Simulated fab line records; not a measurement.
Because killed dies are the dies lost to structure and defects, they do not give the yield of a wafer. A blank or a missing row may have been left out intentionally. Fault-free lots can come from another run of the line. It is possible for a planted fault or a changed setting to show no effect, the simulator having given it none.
Split-lot experiment ; flow n5 finfet ; 21 wafers read from 7 lots, route of 1938 steps

## SPLIT DETAILS
At N5_SD_EPI_P_COAT_35 (time 60 s, resist thk 35 nm), the setting spin rpm was moved away from the recipe's 1500 rpm on 10 of the 21 wafers read, by -7.5% to +11.1%. For the rest of the wafers, this setting stayed at what the recipe calls for.

## FROM THE SPLIT TO THE READING: what the file shows between them, 3 steps
- N5_SD_EPI_P_COAT_03: resist thk 150 nm
- N5_SD_EPI_P_EBR_05
- N5_SD_EPI_P_DESCUM_14: chemistry O2, time 7.9 s

## THE READING
CAR-ArF-block_of_SD_EPI_P_COAT_03.thk nm (the simulator's own value, which no gauge read), in nm, at N5_SD_EPI_P_ETCH_36 (etches SiARC in CF4, target depth 45.5 nm, time 75.8 s). The file does not state a usual value for it. Average 110.7 nm, standard deviation 0.27 nm, over the 11 wafers here run with the recipe.

wafer;tool, chamber at the split;spin rpm as run, rpm;against the recipe;CAR-ArF-block_of_SD_EPI_P_COAT_03.thk nm, nm;against lot-mates on the recipe
L074.3;litho track-01, 0;1500;recipe;110.6;-
L074.5;litho track-01, 0;1557;+3.8%;111.6;+1.0
L074.6;litho track-01, 0;1557;+3.8%;111;+0.4
L078.2;litho track-03, 0;1500;recipe;110.6;-
L078.5;litho track-03, 0;1500;recipe;111;-
L078.6;litho track-03, 0;1500;recipe;110.8;-
L079.1;litho track-03, 0;1500;recipe;110.8;-
L079.2;litho track-03, 0;1500;recipe;110.6;-
L079.3;litho track-03, 0;1500;recipe;110.8;-
L085.1;litho track-02, 0;1667;+11.1%;113;+2.0
L085.3;litho track-02, 0;1500;recipe;111;-
L085.6;litho track-02, 0;1667;+11.1%;113.2;+2.2
L094.4;litho track-03, 0;1500;recipe;110.2;-
L094.5;litho track-03, 0;1546;+3.1%;110.8;+0.6
L094.6;litho track-03, 0;1500;recipe;110.2;-
L096.2;litho track-03, 0;1656;+10.4%;112.6;no lot-mate on the recipe
L096.3;litho track-03, 0;1656;+10.4%;112.8;no lot-mate on the recipe
L096.6;litho track-03, 0;1656;+10.4%;112.4;no lot-mate on the recipe
L097.2;litho track-03, 0;1388;-7.5%;109.6;-1.4
L097.3;litho track-03, 0;1388;-7.5%;109.8;-1.2
L097.4;litho track-03, 0;1500;recipe;111;-

THE FIT
A straight line over all 21 wafers: CAR-ArF-block_of_SD_EPI_P_COAT_03.thk nm changes by +0.181 nm for each +1% of spin rpm; r = +0.96; the points scatter about the line by 0.31 nm.
The same after taking each lot's own level away (the mean of its wafers on the recipe; 18 wafers): +0.184 nm for each +1%; r = +0.99; scatter 0.15 nm.
Per that fit: largest spin rpm move, reading shift of 2 nm.
The lots' own levels span 110.20 to 111.00 nm, that is 2.9 times the standard deviation above.
The two slopes are in agreement: the lot-to-lot level therefore moves the slope only a little.
Check: for one of the wafers moved furthest among these (+11.1%), held out of the fit, the line's prediction against its lot-mates is +2.09 nm. It came out at +2 nm against them.

## THESE WAFERS: OTHER SPLITS
Before the reading, these wafers also passed through other splits. Each is held against what the fit with the lots' levels taken away leaves over:
other split on the same wafers;wafers away from the commonest value;r with CAR-ArF-block_of_SD_EPI_P_COAT_03.thk nm (lot level and that fit taken away)
N5_WELL_APT_COAT_02 spin rpm;8;+0.21
N5_FIN_SAQP_PECVD_47 time s;9;-0.34
N5_FIN_SAQP_PECVD_06 time s;6;+0.14
N5_FIN_SAQP_ETCH_65 time s;1;-0.09
N5_SD_EPI_N_DESCUM_14 time s;7;+0.13
N5_SD_EPI_N_EPI_21 epi growth time s;4;-0.13

## THE WHOLE CHAIN: every reading that the file lists as answering this split, in the file's order
step;what it does;reading;change (the file's fit);r (the file's)
N5_SD_EPI_P_COAT_35;time 60 s, resist thk 35 nm;SiARC_of_SD_EPI_P_COAT_35.thk nm (the simulator's own value, which no gauge read);-0.174 nm for each +1% of the setting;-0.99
N5_SD_EPI_P_ETCH_36;etches SiARC in CF4, target depth 45.5 nm, time 75.8 s;etch.depth nm (the simulator's own value, which no gauge read);-0.17 nm for each +1% of the setting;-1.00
N5_SD_EPI_P_ETCH_36;etches SiARC in CF4, target depth 45.5 nm, time 75.8 s;CAR-ArF-block_of_SD_EPI_P_COAT_03.thk nm (the simulator's own value, which no gauge read);+0.185 nm for each +1% of the setting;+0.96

## FILE'S OWN FIT
CAR-ArF-block_of_SD_EPI_P_COAT_03.thk nm changes by +0.185 nm for each +1% of spin rpm, r = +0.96.
